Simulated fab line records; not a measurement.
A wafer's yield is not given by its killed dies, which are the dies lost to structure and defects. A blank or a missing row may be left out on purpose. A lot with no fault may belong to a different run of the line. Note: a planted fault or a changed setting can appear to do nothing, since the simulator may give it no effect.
What tool caused it?	flow n5Finfet	24 lots, 72 wafers sampled, at 6 steps of a route of 1938

WHAT THE GAUGES SHOWED, per wafer
N5_BEOL_M8_THK_MEAS_53: measures by xrf. Usual: for M8_THK the level is 76.9 nm and the standard deviation is 2.3.
lot	measured	on	M8_THK (nm)	flag
L075	day 9 18:09	filmMetro-01	75.9 75.7 72.5	
L074	day 10 02:24	filmMetro-01	75.4 74.7 78.2	
L076	day 10 15:58	filmMetro-02	77.4 78.3 76.7	
L077	day 10 18:36	filmMetro-01	75.2 74.1 76.4	
L078	day 11 05:35	filmMetro-01	77.8 78.3 76.8	
L079	day 11 07:01	filmMetro-01	76.6 77.3 76.4	
L080	day 11 08:44	filmMetro-02	75.7 77.6 76.0	
L081	day 11 17:18	filmMetro-02	79.9 79.1 78.9	
L082	day 12 01:13	filmMetro-02	72.9 73.2 69.9	
L083	day 13 01:08	filmMetro-02	81.9 80.5 80.6	
L086	day 13 05:34	filmMetro-01	79.3 77.2 74.5	
L084	day 13 06:16	filmMetro-01	77.0 80.4 75.6	
L085	day 13 06:07	filmMetro-01	74.6 78.3 77.0	
L088	day 13 15:07	filmMetro-02	80.2 75.9 75.7	
L087	day 13 18:41	filmMetro-02	76.0 77.5 77.6	
L090	day 13 20:33	filmMetro-02	80.3 78.2 78.2	
L091	day 13 23:03	filmMetro-01	73.9 72.4 74.2	
L089	day 14 05:25	filmMetro-01	75.9 74.7 78.6	
L092	day 14 21:11	filmMetro-01	78.3 77.1 76.3	
L094	day 15 02:00	filmMetro-01	77.3 74.1 74.6	
L095	day 15 09:23	filmMetro-01	79.1 76.1 80.3	
L093	day 16 00:06	filmMetro-01	76.9 77.5 74.4	
L096	day 16 05:50	filmMetro-01	73.7 78.6 78.8	
L097	day 16 05:53	filmMetro-02	78.6 77.8 79.4	

N5_BEOL_M8_INSPECT_58: inspects for defects (darkfield). Usual: rawDefectCount at 69, with a standard deviation of 27.
lot	measured	on	rawDefectCount	flag
L075	day 9 18:20	defectInspect-02	54 53 84	
L074	day 10 02:34	defectInspect-01	75 72 58	
L076	day 10 16:07	defectInspect-02	110 58 128	
L077	day 10 18:45	defectInspect-02	42 18 54	
L078	day 11 05:46	defectInspect-02	72 74 73	
L079	day 11 07:10	defectInspect-01	93 112 63	
L080	day 11 08:53	defectInspect-02	68 46 37	
L081	day 11 17:28	defectInspect-02	52 64 39	
L082	day 12 01:22	defectInspect-01	78 91 57	
L083	day 13 01:18	defectInspect-02	41 49 36	
L086	day 13 05:43	defectInspect-02	64 48 60	
L084	day 13 06:25	defectInspect-02	78 84 138	
L085	day 13 06:16	defectInspect-01	61 68 89	
L088	day 13 15:17	defectInspect-01	96 85 112	
L087	day 13 18:51	defectInspect-01	60 167 81	
L090	day 13 20:43	defectInspect-01	55 82 60	
L091	day 13 23:13	defectInspect-02	44 44 31	
L089	day 14 05:34	defectInspect-02	43 47 85	
L092	day 14 21:20	defectInspect-02	41 60 48	
L094	day 15 02:10	defectInspect-01	37 48 41	
L095	day 15 09:33	defectInspect-01	49 84 86	
L093	day 16 00:16	defectInspect-02	38 37 72	
L096	day 16 05:59	defectInspect-02	148 98 120	
L097	day 16 06:05	defectInspect-02	39 55 55	

WHAT TOOL EACH LOT RAN ON (gives the tool, then ch and the chambers of the sampled wafers, and finally the start)
lot	N5_BEOL_M8_STRIP_19	N5_BEOL_M8_ETCH_41	N5_BEOL_M8_CURE_75	N5_BEOL_M8_DEGAS_44
L075	rieDiel-01 ch 1,3, day 9 12:05	rieDiel-04 ch 0,1,2, day 9 15:38 or earlier	uvCure-01 ch 2, day 9 15:38	pvdSputter-03, day 9 16:23
L074	rieDiel-05 ch 2,3, day 9 21:03	rieDiel-01 ch 0,1, day 9 23:47 or earlier	uvCure-02 ch 0, day 9 23:47	pvdSputter-01, day 10 00:46
L076	rieDiel-01 ch 1,2, day 10 12:16	rieDiel-01 ch 0,1, day 10 13:41 or earlier	uvCure-03 ch 1, day 10 13:41	pvdSputter-03, day 10 14:06
L077	rieDiel-01 ch 2,3, day 10 14:40	rieDiel-05 ch 0,1,3, day 10 15:50 or earlier	uvCure-02 ch 1, day 10 15:50	pvdSputter-02, day 10 16:59
L078	rieDiel-04 ch 0,1,3, day 10 20:55	rieDiel-01 ch 1,2,3, day 10 23:36 or earlier	uvCure-01 ch 1, day 10 23:36	pvdSputter-03, day 11 00:14
L079	rieDiel-01 ch 2,3, day 11 00:40	rieDiel-01 ch 2,3, day 11 02:53 or earlier	uvCure-02 ch 1, day 11 02:53	pvdSputter-01, day 11 03:19
L080	rieDiel-04 ch 0,2,3, day 11 03:39	rieDiel-05 ch 1,3, day 11 05:34 or earlier	uvCure-02 ch 2, day 11 05:34	pvdSputter-01, day 11 05:50
L081	rieDiel-01 ch 0,1,3, day 11 13:26	rieDiel-01 ch 0,1,2, day 11 14:50 or earlier	uvCure-02 ch 1, day 11 14:50	pvdSputter-02, day 11 15:21
L082	rieDiel-04 ch 1,2,3, day 11 18:40	rieDiel-05 ch 0,1,2, day 11 22:31 or earlier	uvCure-03 ch 1, day 11 22:31	pvdSputter-03, day 11 23:14
L083	rieDiel-04 ch 1,2, day 12 21:50	rieDiel-04 ch 0,3, day 12 23:17 or earlier	uvCure-01 ch 0, day 12 23:17	pvdSputter-01, day 12 23:40
L086	rieDiel-04 ch 0,1,2, day 13 01:15	rieDiel-04 ch 0,1,2, day 13 03:28 or earlier	uvCure-03 ch 0, day 13 03:28	pvdSputter-03, day 13 04:05
L084	rieDiel-04 ch 0,2,3, day 13 01:32	rieDiel-01 ch 1,2,3, day 13 03:55 or earlier	uvCure-03 ch 2, day 13 03:55	pvdSputter-03, day 13 04:15
L085	rieDiel-04 ch 0,1,2, day 13 01:41	rieDiel-04 ch 2,3, day 13 03:47 or earlier	uvCure-02 ch 1, day 13 03:47	pvdSputter-03, day 13 04:10
L088	rieDiel-05 ch 0,3, day 13 11:44	rieDiel-04 ch 1,2,3, day 13 13:04 or earlier	uvCure-02 ch 1, day 13 13:04	pvdSputter-01, day 13 13:43
L087	rieDiel-04 ch 1,3, day 13 15:23	rieDiel-04 ch 1,2, day 13 16:41 or earlier	uvCure-02 ch 2, day 13 16:41	pvdSputter-02, day 13 17:04
L090	rieDiel-04 ch 1,2,3, day 13 15:32	rieDiel-01 ch 1,2,3, day 13 17:05 or earlier	uvCure-01 ch 0, day 13 17:05	pvdSputter-01, day 13 17:20
L091	rieDiel-05 ch 1,3, day 13 18:00	rieDiel-05 ch 0,3, day 13 19:54 or earlier	uvCure-02 ch 0, day 13 19:54	pvdSputter-02, day 13 20:24
L089	rieDiel-05 ch 0,1, day 13 23:07	rieDiel-04 ch 1,2,3, day 14 03:24 or earlier	uvCure-02 ch 1, day 14 03:24	pvdSputter-03, day 14 03:53
L092	rieDiel-01 ch 1,2, day 14 16:32	rieDiel-01 ch 0,1,2, day 14 19:11 or earlier	uvCure-01 ch 2, day 14 19:11	pvdSputter-01, day 14 19:40
L094	rieDiel-05 ch 0,1, day 14 20:56	rieDiel-01 ch 1,2,3, day 14 23:16 or earlier	uvCure-02 ch 2, day 14 23:16	pvdSputter-02, day 15 00:01
L095	rieDiel-01 ch 0,2, day 15 00:50	rieDiel-04 ch 0,2,3, day 15 05:38 or earlier	uvCure-01 ch 0, day 15 05:38	pvdSputter-01, day 15 06:05
L093	rieDiel-04 ch 1,2, day 15 18:07	rieDiel-05 ch 0,2, day 15 22:10 or earlier	uvCure-03 ch 0, day 15 22:10	pvdSputter-02, day 15 22:40
L096	rieDiel-01 ch 0,2,3, day 15 23:49	rieDiel-01 ch 2,3, day 16 03:44 or earlier	uvCure-01 ch 2, day 16 03:44	pvdSputter-01, day 16 04:16
L097	rieDiel-01 ch 0,1,3, day 16 00:53	rieDiel-04 ch 0,3, day 16 03:55 or earlier	uvCure-02 ch 1, day 16 03:55	pvdSputter-01, day 16 04:21
- N5_BEOL_M8_STRIP_19: strips in O2.
- N5_BEOL_M8_ETCH_41: etches SiCN in CH3F/O2, target depth 31.9 nm, time 57.8 s.
- N5_BEOL_M8_CURE_75: cures SiCOH lowk, time 120 s.
- N5_BEOL_M8_DEGAS_44: time 60 s.

WHAT THE TOOLS THEMSELVES READ (means of the sampled wafers that have a number; where no wafer has one, the mark that the record gives instead)
N5_BEOL_M8_STRIP_19. Usual: drypumpMotorCurrentA 5.7 A, standard deviation 0.5; oesProductAu 0.80 a.u., standard deviation 0.085; rfVppV 3.6 V, standard deviation 0.63; showerheadPlenumPTorr 2.13 Torr, standard deviation 0.057; throttleValvePct 16.61 %, standard deviation 0.23.
lot	tool	drypumpMotorCurrentA (A)	oesProductAu (a.u.)	rfVppV (V)	showerheadPlenumPTorr (Torr)	throttleValvePct (%)	flag
L075	rieDiel-01	5.9	0.83	3.4	2.15	16.71	
L074	rieDiel-05	6.0	0.71	3.9	2.18	16.75	
L076	rieDiel-01	6.0	0.84	3.4	2.17	16.42	
L077	rieDiel-01	5.8	0.94	3.0	2.13	16.33	
L078	rieDiel-04	5.7	0.80	3.9	2.11	16.53	
L079	rieDiel-01	5.8	0.92	4.3	2.13	16.33	
L080	rieDiel-04	5.5	0.84	3.3	2.11	16.58	
L081	rieDiel-01	5.7	0.84	3.6	2.15	16.56	
L082	rieDiel-04	5.2	0.81	4.0	2.07	16.63	
L083	rieDiel-04	5.4	0.79	3.1	2.10	16.60	
L086	rieDiel-04	5.8	0.81	4.2	2.14	16.55	
L084	rieDiel-04	5.5	0.82	3.1	2.11	16.59	
L085	rieDiel-04	5.7	0.81	3.7	2.14	16.56	
L088	rieDiel-05	5.8	0.71	4.0	2.18	16.86	
L087	rieDiel-04	5.4	0.75	4.2	2.06	16.60	
L090	rieDiel-04	5.2	0.80	3.4	2.07	16.67	
L091	rieDiel-05	6.1	0.67	3.4	2.16	16.92	
L089	rieDiel-05	5.9	0.68	3.2	2.17	16.91	
L092	rieDiel-01	6.0	0.79	4.7	2.16	16.50	
L094	rieDiel-05	5.9	0.89	3.2	2.16	16.64	
L095	rieDiel-01	5.6	0.87	3.9	2.12	16.27	
L093	rieDiel-04	5.5	0.76	3.2	2.09	16.63	
L096	rieDiel-01	5.7	0.84	3.1	2.11	16.47	
L097	rieDiel-01	5.7	0.79	3.5	2.13	16.63	

N5_BEOL_M8_ETCH_41. Usual: drypumpMotorCurrentA 5.7 A, standard deviation 0.49; oesProductAu 0.79 a.u., standard deviation 0.082; rfVppV 298.0 V, standard deviation 1.4; showerheadPlenumPTorr 2.03 Torr, standard deviation 0.046; throttleValvePct 16.24 %, standard deviation 0.23.
lot	tool	drypumpMotorCurrentA (A)	oesProductAu (a.u.)	rfVppV (V)	showerheadPlenumPTorr (Torr)	throttleValvePct (%)	flag
L075	rieDiel-04	5.8	0.83	298.3	2.05	16.13	
L074	rieDiel-01	5.9	0.72	298.9	2.07	16.25	
L076	rieDiel-01	5.9	0.72	298.4	2.07	16.26	
L077	rieDiel-05	5.9	0.71	299.6	2.06	16.40	
L078	rieDiel-01	5.9	0.85	298.5	2.05	16.15	
L079	rieDiel-01	5.8	0.92	297.8	2.04	16.00	
L080	rieDiel-05	6.1	0.68	298.8	2.06	16.44	
L081	rieDiel-01	5.8	0.89	298.4	2.05	15.98	
L082	rieDiel-05	5.9	0.69	298.3	2.06	16.37	
L083	rieDiel-04	5.5	0.81	297.0	1.98	16.30	
L086	rieDiel-04	5.8	0.80	298.6	2.04	16.19	
L084	rieDiel-01	5.9	0.82	297.9	2.04	16.18	
L085	rieDiel-04	5.0	0.83	297.0	1.99	16.37	
L088	rieDiel-04	5.2	0.79	297.1	1.98	16.33	
L087	rieDiel-04	5.1	0.81	297.6	2.01	16.29	
L090	rieDiel-01	5.9	0.81	298.2	2.04	16.19	
L091	rieDiel-05	5.9	0.69	298.7	2.05	16.43	
L089	rieDiel-04	5.2	0.78	297.1	1.98	16.34	
L092	rieDiel-01	5.8	0.82	298.8	2.04	16.02	
L094	rieDiel-01	5.9	0.80	298.1	2.03	16.22	
L095	rieDiel-04	5.5	0.80	297.8	2.01	16.30	
L093	rieDiel-05	5.8	0.84	298.8	2.06	15.98	
L096	rieDiel-01	5.8	0.82	298.4	2.02	16.34	
L097	rieDiel-04	5.5	0.77	296.2	1.97	16.35	

N5_BEOL_M8_CURE_75. Usual: lampPowerPct 52.31 %, standard deviation 0.053; wafer_temp_C_max 371.6, standard deviation 0.56.
lot	tool	lampPowerPct (%)	wafer_temp_C_max	flag
L075	uvCure-01	52.31	371.3	
L074	uvCure-02	52.28	372.7	
L076	uvCure-03	52.36	371.8	
L077	uvCure-02	52.29	371.6	
L078	uvCure-01	52.30	371.5	
L079	uvCure-02	52.31	371.5	
L080	uvCure-02	52.32	372.2	
L081	uvCure-02	52.29	371.6	
L082	uvCure-03	52.31	371.0	
L083	uvCure-01	52.31	371.6	
L086	uvCure-03	52.28	371.7	
L084	uvCure-03	52.27	371.4	
L085	uvCure-02	52.32	371.2	
L088	uvCure-02	52.29	370.8	
L087	uvCure-02	52.35	372.0	
L090	uvCure-01	52.22	371.3	
L091	uvCure-02	52.32	372.5	
L089	uvCure-02	52.34	371.0	
L092	uvCure-01	52.25	371.2	
L094	uvCure-02	52.33	372.1	
L095	uvCure-01	52.35	371.4	
L093	uvCure-03	52.33	371.9	
L096	uvCure-01	52.39	371.4	
L097	uvCure-02	52.30	371.7	

N5_BEOL_M8_DEGAS_44. Usual: heaterPowerW at 329 W, with a standard deviation of 28.
lot	tool	heaterPowerW (W)	flag
L075	pvdSputter-03	333	
L074	pvdSputter-01	329	
L076	pvdSputter-03	327	
L077	pvdSputter-02	352	
L078	pvdSputter-03	305	
L079	pvdSputter-01	330	
L080	pvdSputter-01	336	
L081	pvdSputter-02	304	
L082	pvdSputter-03	306	
L083	pvdSputter-01	322	
L086	pvdSputter-03	309	
L084	pvdSputter-03	311	
L085	pvdSputter-03	313	
L088	pvdSputter-01	317	
L087	pvdSputter-02	343	
L090	pvdSputter-01	328	
L091	pvdSputter-02	378	
L089	pvdSputter-03	331	
L092	pvdSputter-01	327	
L094	pvdSputter-02	372	
L095	pvdSputter-01	312	
L093	pvdSputter-02	358	
L096	pvdSputter-01	320	
L097	pvdSputter-01	323	

THE ANSWER, worked out from the rows above alone
Rule: lot off if the mean of its wafers having a number is beyond 3 standard deviations from the usual mean. Also off: a lot with no number at a reading for which 4 or more lots have one. All remaining lots with rows at the step are treated as sound. Order of review: gauges by route order, followed by the tools' own readings, for which a lot's mean as printed above is used. At the first step where some lot is off, the reading lying furthest off is the one used; lots without a number count as furthest.
Nothing can be told from this: no lot is off at any reading shown.

WHAT HAD BEEN PUT IN BY THE SIMULATOR
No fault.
